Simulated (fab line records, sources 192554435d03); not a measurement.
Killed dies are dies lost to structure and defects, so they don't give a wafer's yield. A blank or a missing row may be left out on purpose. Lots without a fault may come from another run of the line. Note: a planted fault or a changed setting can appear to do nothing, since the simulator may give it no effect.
Lot-split experiment | flow n5-finfet | 21 wafers read from 7 lots, route of 1938 steps

## ABOUT THE SPLIT
At N5_MOL_CONTACT_COAG_ALD_123 (deposits SiNx, target thk 5 nm, pulse time 1 s, purge time 2 s), the setting ald-cycles was moved away from the recipe's 100 on 5 of the 21 wafers read, by -14.0% to -8.0%. All remaining wafers had this setting at the recipe value.

Between the split and the reading, the file records no step.

## THE READING
etch.depth-nm (the simulator's own value, which no gauge read), in nm, at N5_MOL_CONTACT_COAG_ETCH_124 (etches SiNx in CH3F/O2, stops on SiOC, target depth 6.5 nm). There is no usual value for it anywhere in the file. Here, 16 wafers ran the recipe; their average is 4.998 nm with a standard deviation of 0.025 nm.

wafer  | tool, chamber at the split | ald-cycles as run | against the recipe | etch.depth-nm, nm | against lot-mates on the recipe
L082.2 | ald-sin-03, 3,2,0          | 100               | recipe             | 5.02              | -
L082.3 | ald-sin-03, 3,2,0          | 100               | recipe             | 4.988             | -
L082.4 | ald-sin-03, 3,2,0          | 100               | recipe             | 4.994             | -
L083.1 | ald-sin-03, 3              | 88                | -12.0%             | 4.387             | -0.601
L083.2 | ald-sin-03, 0,1            | 100               | recipe             | 4.997             | -
L083.5 | ald-sin-03, 0,1            | 100               | recipe             | 4.979             | -
L085.1 | ald-sin-03, 0,2,1          | 100               | recipe             | 5.006             | -
L085.2 | ald-sin-03, 0,2,1          | 100               | recipe             | 4.998             | -
L085.4 | ald-sin-03, 0,2,1          | 100               | recipe             | 4.977             | -
L089.3 | ald-sin-03, 0,3,1          | 86                | -14.0%             | 4.286             | no lot-mate on the recipe
L089.4 | ald-sin-03, 0,3,1          | 86                | -14.0%             | 4.28              | no lot-mate on the recipe
L089.5 | ald-sin-03, 0,3,1          | 86                | -14.0%             | 4.288             | no lot-mate on the recipe
L092.3 | ald-sin-02, 1              | 92                | -8.0%              | 4.607             | -0.442
L092.4 | ald-sin-02, 2              | 100               | recipe             | 5.024             | -
L092.6 | ald-sin-02, 2              | 100               | recipe             | 5.074             | -
L093.1 | ald-sin-02, 1,0,2          | 100               | recipe             | 4.977             | -
L093.2 | ald-sin-02, 1,0,2          | 100               | recipe             | 5.012             | -
L093.4 | ald-sin-02, 1,0,2          | 100               | recipe             | 4.999             | -
L094.3 | ald-sin-03, 3,2,2          | 100               | recipe             | 4.969             | -
L094.4 | ald-sin-03, 3,2,2          | 100               | recipe             | 4.97              | -
L094.5 | ald-sin-03, 3,2,2          | 100               | recipe             | 4.988             | -
If several chambers appear in one row, that row covers several wafers at once and the file leaves open which wafer was in which chamber.

FIT RESULTS
A straight line over all 21 wafers: etch.depth-nm changes by +0.0508 nm for each +1% of ald-cycles; r = +1.00; the points scatter about the line by 0.024 nm.
The same after taking each lot's own level away (the mean of its wafers on the recipe; 18 wafers): +0.0516 nm for each +1%; r = +1.00; scatter 0.017 nm.
That fit puts the effect of the largest move of ald-cycles on the reading at 0.72 nm.
The span of the lots' own levels, 4.9757 to 5.0490 nm, comes to 2.9 times the standard deviation stated above.
So the lot-to-lot level changes the slope little: the two slopes agree.
Check: for one of the wafers moved furthest among these (-12.0%), held out of the fit, the line's prediction against its lot-mates is -0.663 nm. It came out at -0.601 nm against them.

## THE OTHER SPLITS THESE WAFERS WENT THROUGH
Other splits were also applied to these wafers ahead of the reading. Each is held against what the fit with the lots' levels taken away leaves over:
other split on the same wafers          | wafers away from the commonest value | r with etch.depth-nm (lot level and that fit taken away)
N5_GATE_CUT_EXPOSE_10 dose-mj           | 5                                    | -0.07
N5_GATE_CUT_ETCH_36 cf4-flow-sccm       | 6                                    | -0.13
N5_MOL_CONTACT_COAG_SPUTTER_130 power-w | 5                                    | -0.57

## THE WHOLE CHAIN: every reading that the file lists as answering this split, in the file's order
step                         | what it does                                                   | reading                                                                                  | change (the file's fit)                | r (the file's)
N5_MOL_CONTACT_COAG_ALD_123  | deposits SiNx, target thk 5 nm, pulse time 1 s, purge time 2 s | SiNx_of_MOL_CONTACT_COAG_ALD_123.thk-nm (the simulator's own value, which no gauge read) | +0.05 nm for each +1% of the setting   | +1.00
N5_MOL_CONTACT_COAG_ETCH_124 | etches SiNx in CH3F/O2, stops on SiOC, target depth 6.5 nm     | etch.depth-nm (the simulator's own value, which no gauge read)                           | +0.0517 nm for each +1% of the setting | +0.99

## THE FILE'S OWN FIT
etch.depth-nm changes by +0.0517 nm for each +1% of ald-cycles, r = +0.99.
